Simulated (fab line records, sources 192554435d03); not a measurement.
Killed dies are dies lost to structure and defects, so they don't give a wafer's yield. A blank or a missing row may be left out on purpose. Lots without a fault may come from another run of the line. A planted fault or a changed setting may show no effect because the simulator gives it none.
fab line records | flow n5_finfet
record lots=11 wafers=33 last_day=17
route steps=1938 shown BEOL_M4@1111 MIM_BOT@1833 MIM_TOP@1835 MIM_TOP_LITHO@1849 MIM_BOT_LITHO@1862 PASSIVATION@1936
lots that met no fault: from a run of the same line without faults
start_h: hours from the record's first day to the start of the lot's first wafer shown | wait_h: hours since the lot's step before | " the same as in the row above | L1.1+2: a row that stands for several wafers | - no value, or no start given | * or withheld: withheld | < > ~ a bound
route shown NAME@n: a module of which the file shows steps, and the number in the route of the first | usual: mean/standard deviation of fault-free wafers | same: alike in all rows | chamber/n: place in a boat | sites: the reading at each site | _std_site: their standard deviation | _edge_site: outer sites' mean less inner sites' | radius_mm: how far each site lies from the wafer's centre | mask NAME#n: copy n | behind: the tool/chamber that last shaped the wafer | hold: why the lot was held/for how many hours/how that ended | device: the transistor (n, p or np) that didn't switch | end of line: the same wafers' tests at the end of the route | a step without rows: its recipe alone | killed: dies lost to structure and defects at the first sort, not the wafer's yield | map: a wafer's dies, x killed, . not, _ none there
set.NAME: the setting as run; set.NAME@STEP: as run at that earlier step | model.NAME: the simulator's own value behind a step, which no gauge read
steps of the route over a sample of lots; a table a step, a row a wafer
services: from which hour (start_h, from the record's first day; less than 0 if before it) a tool's chamber was out of use, for how many hours, and why
## steps
# step N5_BEOL_M4_RC_MEAS_101
# usual DIBL_N=35.8/1.8 DIBL_P=35.6/2 IOFF_N=0.148/0.028 IOFF_P=0.20/0.034 ION_N=672/12 ION_P=462/8.5 SS_N=71.2/0.65 SS_P=73.1/0.67 VT_N=251/3.3 VT_P=-251/3.8
# columns lot.wafer tool chamber start_h wait_h DIBL_N[mV/V] DIBL_P[mV/V] IOFF_N[nA/um] IOFF_P[nA/um] ION_N[uA/um] ION_P[uA/um] SS_N[mV/dec] SS_P[mV/dec] VT_N[mV] VT_P[mV]
L932.1 prober-01 0 168.26 0.0 35.3 35.9 0.161 0.22 685 471 71.8 73.3 252 -248
L932.4 " 0 " " 34.6 34.8 0.154 0.20 675 462 71.3 73.1 250 -248
L932.6 " 0 " " 35.5 35.3 0.159 0.22 682 471 72.4 72.5 252 -248
L935.2 prober-01 0 196.57 0.2 37.6 36.9 0.169 0.20 693 465 71.9 73.8 245 -252
L935.4 " 0 " " 37.9 37.5 0.162 0.22 684 461 71.7 74.0 247 -249
L935.6 " 0 " " 36.8 35.5 0.147 0.18 675 462 71.4 72.9 251 -254
L937.3 prober-01 0 202.41 0.3 38.1 36.8 0.191 0.26 692 481 71.9 72.9 247 -244
L937.5 " 0 " " 37.8 36.6 0.178 0.26 686 475 71.9 73.2 247 -242
L937.6 " 0 " " 37.9 36.3 0.174 0.23 685 468 71.4 73.2 248 -246
L940.1 prober-01 0 221.50 0.0 38.0 37.4 0.178 0.21 676 456 71.5 73.8 252 -254
L940.2 " 0 " " 34.9 34.3 0.117 0.17 656 454 71.0 73.0 255 -252
L940.3 " 0 " " 33.6 32.3 0.105 0.14 661 450 69.8 72.1 255 -256
L941.1 prober-01 0 231.54 0.0 35.1 34.7 0.135 0.18 666 458 71.8 71.9 252 -251
L941.2 " 0 " " 35.3 35.3 0.146 0.18 673 456 71.5 72.5 249 -251
L941.3 " 0 " " 34.7 34.5 0.150 0.18 697 468 70.6 72.7 248 -251
L942.1 prober-01 0 242.14 0.0 35.6 36.3 0.158 0.21 679 466 71.1 73.5 248 -252
L942.2 " 0 " " 34.6 35.0 0.145 0.18 681 462 71.2 72.8 251 -250
L942.4 " 0 " " 34.9 35.4 0.152 0.20 679 460 71.2 73.0 250 -249
L944.2 prober-01 0 244.85 0.2 34.9 35.3 0.141 0.21 672 466 71.2 72.7 251 -248
L944.3 " 0 " " 34.6 34.7 0.142 0.21 671 473 70.9 72.8 252 -251
L944.5 " 0 " " 34.2 35.1 0.134 0.21 673 463 70.0 72.3 249 -251
L948.1 prober-01 0 267.31 0.0 38.5 39.8 0.191 0.25 679 463 72.1 73.7 248 -248
L948.2 " 0 " " 35.8 34.5 0.137 0.17 663 454 71.6 73.0 252 -252
L948.4 " 0 " " 35.6 36.1 0.146 0.18 683 466 71.5 73.1 251 -255
L949.2 prober-02 0 273.91 0.2 36.9 35.4 0.152 0.17 679 453 70.9 73.3 251 -255
L949.5 " 0 " " 36.9 36.1 0.153 0.18 675 451 71.9 72.9 252 -254
L949.6 " 0 " " 35.5 35.7 0.140 0.18 682 465 71.0 73.2 251 -252
L950.3 prober-02 0 283.24 0.3 36.4 33.2 0.145 0.16 671 454 71.8 73.0 253 -257
L950.4 " 0 " " 39.3 36.0 0.208 0.19 659 443 72.7 73.9 249 -253
L950.5 " 0 " " 37.4 35.8 0.170 0.20 685 459 71.3 73.8 249 -250
L953.1 prober-02 0 310.71 0.0 34.5 34.1 0.145 0.19 673 471 70.7 72.4 249 -249
L953.2 " 0 " " 35.1 35.6 0.163 0.21 687 470 70.5 72.9 246 -247
L953.5 " 0 " " 35.3 35.2 0.164 0.21 692 469 70.9 72.9 247 -247
# step N5_MIM_BOT_SPUTTER_00
# recipe material=TiN target_thk_a=350 temp_c=200 power_w=3000 chamber_pressure_pa=0.49996 gas=Ar reactive_partial_pa=0.37997 time_s=89.7
# usual susceptor_temp_C=200.00/0.15 throttle_valve_pct=30.4/1
# columns lot.wafer tool chamber start_h wait_h susceptor_temp_C throttle_valve_pct
L932.1 pvd_sputter-03 - 250.70 0.0 200.00 30.5
L932.4 " - " " 200.19 29.4
L932.6 " - " " 200.43 28.3
L935.2 pvd_sputter-02 - 281.39 0.0 199.76 29.4
L935.4 " - " " 199.95 30.2
L935.6 " - " " 199.94 31.6
L937.3 pvd_sputter-01 - 286.57 0.0 200.12 31.0
L937.5 " - " " 200.16 30.7
L937.6 " - " " 199.86 31.2
L940.1 pvd_sputter-03 - 310.01 0.0 199.83 28.4
L940.2 " - " " 200.18 29.3
L940.3 " - " " 200.23 31.6
L941.1 pvd_sputter-03 - 316.73 0.0 199.91 30.2
L941.2 " - " " 200.11 28.3
L941.3 " - " " 200.09 29.0
L942.1 pvd_sputter-01 - 329.27 0.0 200.03 29.6
L942.2 " - " " 199.85 31.3
L942.4 " - " " 200.06 29.4
L944.2 pvd_sputter-03 - 331.70 0.0 199.96 28.3
L944.3 " - " " 200.03 29.0
L944.5 " - " " 200.08 29.2
L948.1 pvd_sputter-01 - 362.73 0.0 199.68 29.6
L948.2 " - " " 200.12 31.0
L948.4 " - " " 199.89 30.9
L949.2 pvd_sputter-01 - 367.93 0.0 200.05 30.8
L949.5 " - " " 199.91 30.9
L949.6 " - " " 200.12 29.8
L950.3 pvd_sputter-01 - 373.96 0.0 200.14 31.3
L950.4 " - " " 199.98 31.0
L950.5 " - " " 200.00 31.4
L953.1 pvd_sputter-02 - 393.58 0.0 200.14 29.1
L953.2 " - " " 200.07 31.4
L953.5 " - " " 200.12 29.1
# step N5_MIM_TOP_ALD_01
# recipe material=HfO2 target_thk_a=56 temp_c=withheld ald_precursor_family=Hf-amide ald_co_reactant=O3 pulse_time_s=1 purge_time_s=3 co_reactant_purge_time_s=2 co_reactant_pulse_time_s=3 ald_cycles=62
# usual precursor_pulse_height_rel=0.997/0.018
# same co_reactant_purge_time_s=2
# columns lot.wafer tool chamber start_h wait_h precursor_pulse_height_rel
L932.1 ald_hk-02 3 - - 1.003
L932.4 " 0 " " 1.019
L932.6 " 3 " " 1.022
L935.2 ald_hk-01 1 - - 1.007
L935.4 " 2 " " 0.983
L935.6 " 1 " " 0.996
L937.3 ald_hk-03 2 - - 0.971
L937.5 " 0 " " 1.004
L937.6 " 3 " " 0.978
L940.1 ald_hk-03 3 - - 1.006
L940.2 " 1 " " 1.000
L940.3 " 2 " " 0.979
L941.1 ald_hk-02 2 - - 0.977
L941.2 " 0 " " 1.030
L941.3 " 1 " " 0.992
L942.1 ald_hk-03 1 - - 1.017
L942.2 " 0 " " 1.010
L942.4 " 2 " " 0.970
L944.2 ald_hk-03 0 - - 0.994
L944.3 " 1 " " 0.987
L944.5 " 1 " " 1.006
L948.1 ald_hk-01 0 - - 0.985
L948.2 " 2 " " 0.975
L948.4 " 1 " " 1.006
L949.2 ald_hk-03 3 - - 0.982
L949.5 " 3 " " 0.987
L949.6 " 0 " " 0.989
L950.3 ald_hk-02 2 - - 0.998
L950.4 " 1 " " 1.026
L950.5 " 2 " " 1.006
L953.1 ald_hk-03 3 - - 0.973
L953.2 " 1 " " 0.985
L953.5 " 2 " " 1.010
# step N5_MIM_TOP_LITHO_INSPECT_12
# recipe mode=adi inspect_instrument=macro
# usual raw_defect_count=2.4/1.7
# columns lot.wafer tool chamber start_h wait_h raw_defect_count
L932.1 defect_inspect-01 - 252.06 0.0 2
L932.4 " - " " 3
L932.6 " - " " 2
L935.2 defect_inspect-01 - 283.11 0.0 1
L935.4 " - " " 2
L935.6 " - " " 2
L937.3 defect_inspect-01 - 287.61 0.0 2
L937.5 " - " " 2
L937.6 " - " " 5
L940.1 defect_inspect-02 - 311.12 0.0 3
L940.2 " - " " 2
L940.3 " - " " 2
L941.1 defect_inspect-01 - 317.89 0.0 5
L941.2 " - " " 1
L941.3 " - " " 2
L942.1 defect_inspect-01 - 332.15 0.0 6
L942.2 " - " " 1
L942.4 " - " " 1
L944.2 defect_inspect-01 - 334.58 0.0 2
L944.3 " - " " 2
L944.5 " - " " 0
L948.1 defect_inspect-01 - 364.66 0.0 1
L948.2 " - " " 2
L948.4 " - " " 1
L949.2 defect_inspect-02 - 370.79 0.0 4
L949.5 " - " " 2
L949.6 " - " " 2
L950.3 defect_inspect-01 - 376.74 0.0 0
L950.4 " - " " 1
L950.5 " - " " 3
L953.1 defect_inspect-01 - 395.03 0.0 3
L953.2 " - " " 2
L953.5 " - " " 3
# step N5_MIM_BOT_LITHO_CD_MEAS_08
# recipe target_cd_nm=3000 landing_energy_ev=500 detector=se_inlens polarity=opening
# usual cd_nm=2999.6/2
# columns lot.wafer tool chamber start_h wait_h cd_nm
L932.1 cd_sem-02 0 252.75 - 2999.3
L932.4 " 0 " " 3000.5
L932.6 " 0 " " 2999.0
L935.2 cd_sem-01 0 284.04 - 3001.1
L935.4 " 0 " " 3000.6
L935.6 " 0 " " 2997.4
L937.3 cd_sem-02 0 288.31 - 3000.7
L937.5 " 0 " " 2998.4
L937.6 " 0 " " 3001.7
L940.1 cd_sem-03 0 311.81 - 2997.4
L940.2 " 0 " " 2998.7
L940.3 " 0 " " 2995.1
L941.1 cd_sem-03 0 318.71 - 3000.4
L941.2 " 0 " " 2999.5
L941.3 " 0 " " 3001.7
L942.1 cd_sem-02 0 332.95 - 3000.0
L942.2 " 0 " " 3000.9
L942.4 " 0 " " 2997.3
L944.2 cd_sem-02 0 335.59 - 2998.2
L944.3 " 0 " " 2996.8
L944.5 " 0 " " 2999.1
L948.1 cd_sem-01 0 365.38 - 3003.2
L948.2 " 0 " " 3001.4
L948.4 " 0 " " 3000.2
L949.2 cd_sem-03 0 372.04 - 3003.0
L949.5 " 0 " " 3000.1
L949.6 " 0 " " 3003.5
L950.3 cd_sem-03 0 377.47 - 3000.9
L950.4 " 0 " " 3001.0
L950.5 " 0 " " 3001.2
L953.1 cd_sem-02 0 395.71 - 2996.9
L953.2 " 0 " " 2998.7
L953.5 " 0 " " 2997.6
# step N5_PASSIVATION_PROBE_49
# usual defect_limited_yield=91.3/1.5 killed_at_M0_to_M3=34/11 killed_at_M4_up=14/6.1 killed_at_contacts=12/5.9 killed_at_front_end=39/11 killed_at_other=4/3.3 killed_dies=102/18 killed_open=67/13 killed_short=33/7.9 sort_bin_5_function=5.1/1 sort_bin_6_memory=3.3/0.7 sort_n_pass=1077/19 sort_yield_pct=91.3/1.6
# same gross_dies=1180 killed_at_back_side=0 sort_bin_4_leakage[%]=0 sort_bin_8_speed[%]=0
# columns lot.wafer tool chamber start_h wait_h defect_limited_yield[%] killed_at_M0_to_M3 killed_at_M4_up killed_at_contacts killed_at_front_end killed_at_other killed_dies killed_open killed_short sort_bin_5_function[%] sort_bin_6_memory[%] sort_n_pass sort_yield_pct[%]
L949.2 prober-01 - 382.66 0.1 54.2 48 13 13 33 433 540 74 43 5.9 3.6 640 54.2
L949.5 prober-01 - 382.81 0.2 55.4 42 13 4 33 434 526 62 31 4.3 3.5 654 55.4
L949.6 prober-01 - 382.86 0.3 54.1 43 17 2 32 448 542 58 35 4.1 3.8 638 54.1
L950.3 prober-02 - 386.02 0.1 55.6 20 25 16 25 438 524 61 28 4.5 2.8 656 55.6
L950.4 prober-02 - 386.07 0.2 54.9 29 11 27 30 435 532 77 22 5.1 3.1 648 54.9
L950.5 prober-02 - 386.12 0.2 53.5 32 22 30 23 442 549 69 36 5.8 3.0 631 53.5
# killed by level:class
L949.2 MIM_BOT:area_sputter=422 BEOL_M2:geometric_particle:open=13 MOL_CONTACT_COAG:geometric_particle:open=12 BEOL_M2:geometric_particle:short=12 BEOL_M3:geometric_particle:open=11 BEOL_M4:geometric_particle:open=9 PASS1_CAP:geometric_particle:short=7 BEOL_M0_SAQP:geometric_particle:short=6
L949.5 MIM_BOT:area_sputter=431 BEOL_M1:geometric_particle:open=9 STI_FIN_REVEAL:geometric_particle:open=8 BEOL_M0_SAQP:geometric_particle:short=8 BEOL_M3:geometric_particle:open=7 FIN_SAQP:geometric_particle:open=6 BEOL_M2:geometric_particle:short=6 BEOL_M4:geometric_particle:open=6
L949.6 MIM_BOT:area_sputter=445 BEOL_M2:geometric_particle:open=12 BEOL_M0_SAQP:geometric_particle:short=8 FIN_SAQP:geometric_particle:short=7 STI_FIN_REVEAL:geometric_particle:open=7 BEOL_M0_SAQP:geometric_particle:open=6 BEOL_M3:geometric_particle:open=6 FIN_SAQP:geometric_particle:open=5
L950.3 MIM_BOT:area_sputter=434 BEOL_M4:geometric_particle:open=15 MOL_CONTACT_COAG:geometric_particle:open=11 FIN_SAQP:geometric_particle:open=7 BEOL_M3:geometric_particle:open=7 FIN_SAQP:geometric_particle:short=5 MOL_CONTACT_COAG:geometric_particle:short=5 BEOL_M0_SAQP:geometric_particle:open=3
L950.4 MIM_BOT:area_sputter=433 MOL_CONTACT_COAG:geometric_particle:open=23 FIN_SAQP:geometric_particle:open=14 BEOL_M1:geometric_particle:open=10 BEOL_M0_SAQP:geometric_particle:open=8 BEOL_M4:geometric_particle:open=7 MOL_CONTACT_COAG:geometric_particle:short=4 BEOL_M0_SAQP:geometric_particle:short=4
L950.5 MIM_BOT:area_sputter=441 MOL_CONTACT_COAG:geometric_particle:open=21 MOL_CONTACT_COAG:geometric_particle:short=9 BEOL_M3:geometric_particle:open=8 BEOL_M4:geometric_particle:open=8 FIN_SAQP:geometric_particle:short=6 BEOL_M2:geometric_particle:open=6 BEOL_M0:geometric_particle:open=5
## services
# columns tool chamber start_h hours kind
pvd_sputter-01 - 290.79 0.8 repair
pvd_sputter-01 - 294.87 7.9 repair
pvd_sputter-02 - 330.33 4.9 repair
ald_hk-01 - 342.81 0.5 repair
## key
first_sign step=N5_PASSIVATION_PROBE_49 reading=killed_at_other direction=up sigmas=99+ usual=4 struck=438
effect step=N5_PASSIVATION_PROBE_49 reading=defect_limited_yield direction=down sigmas=24 usual=91.3 struck=54.6
more_kills_born_at N5_MIM_BOT_SPUTTER_00@pvd_sputter-01=2606
met_at N5_MIM_BOT_SPUTTER_00
struck_lots L949,L950
not_acting_at N5_MIM_TOP_ALD_01,N5_MIM_TOP_LITHO_INSPECT_12,N5_MIM_BOT_LITHO_CD_MEAS_08
onset_between 362.73 367.93
fault kind=process_parameter_drift tool=pvd_sputter-01 chamber=- onset_h=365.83 steps=N5_MIM_BOT_SPUTTER_00 channel=time_s offset=* shape=step end_h=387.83 acts_in=* stated=*
